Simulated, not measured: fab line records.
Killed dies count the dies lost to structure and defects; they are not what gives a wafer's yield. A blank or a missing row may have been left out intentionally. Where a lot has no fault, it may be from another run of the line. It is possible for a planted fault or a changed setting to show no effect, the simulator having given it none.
Chamber matching + flow nand_harc + 4 sister chambers for NHARC_A_CHANNEL_HOLE_D1_ETCH_44 on rie_diel-12
The step etches the open film in CF4/O2, target depth 140 nm, overetch 14 nm, time 77 s. 4 wafers are shown with their chamber, then 8 later ones without.

WAFERS, EACH WITH ITS CHAMBER
| wafer  | chamber | showerhead_plenum_p_Torr (Torr) |
|--------|---------|---------------------------------|
| L813.5 | 3       | 1.30                            |
| L828.1 | 0       | 1.32                            |
| L828.4 | 1       | 1.40                            |
| L829.2 | 2       | 1.43                            |

WAFERS WITHOUT THEIR CHAMBER
| wafer  | showerhead_plenum_p_Torr (Torr) |
|--------|---------------------------------|
| L829.4 | 1.32                            |
| L829.5 | 1.40                            |
| L830.3 | 1.43                            |
| L830.4 | 1.40                            |
| L830.5 | 1.32                            |
| L833.1 | 1.32                            |
| L833.2 | 1.40                            |
| L833.5 | 1.29                            |

CHAMBER TAKEN BY EACH
| wafer  | from the rows above | in truth |
|--------|---------------------|----------|
| L829.4 | 0                   | 0        |
| L829.5 | 1                   | 1        |
| L830.3 | 2                   | 2        |
| L830.4 | 1                   | 1        |
| L830.5 | 0                   | 0        |
| L833.1 | 0                   | 0        |
| L833.2 | 1                   | 1        |
| L833.5 | 3                   | 3        |
Correct placement for 8 of the 8. Not placeable from these rows: 0. Placed wrongly: 0.
How it was worked out, from the rows above alone: a wafer's distance from a chamber is the root of the sum, over the readings, of the square of ((its reading less the chamber's mean) divided by the reading's scatter). If the next closest chamber is less than 2 further off than the closest, the wafer can't be placed; otherwise it belongs to the closest. The mean given for a chamber averages the wafers shown for that chamber. The scatter: root of mean squared gap, hidden wafer to nearest shown wafer, with one shown wafer a chamber.
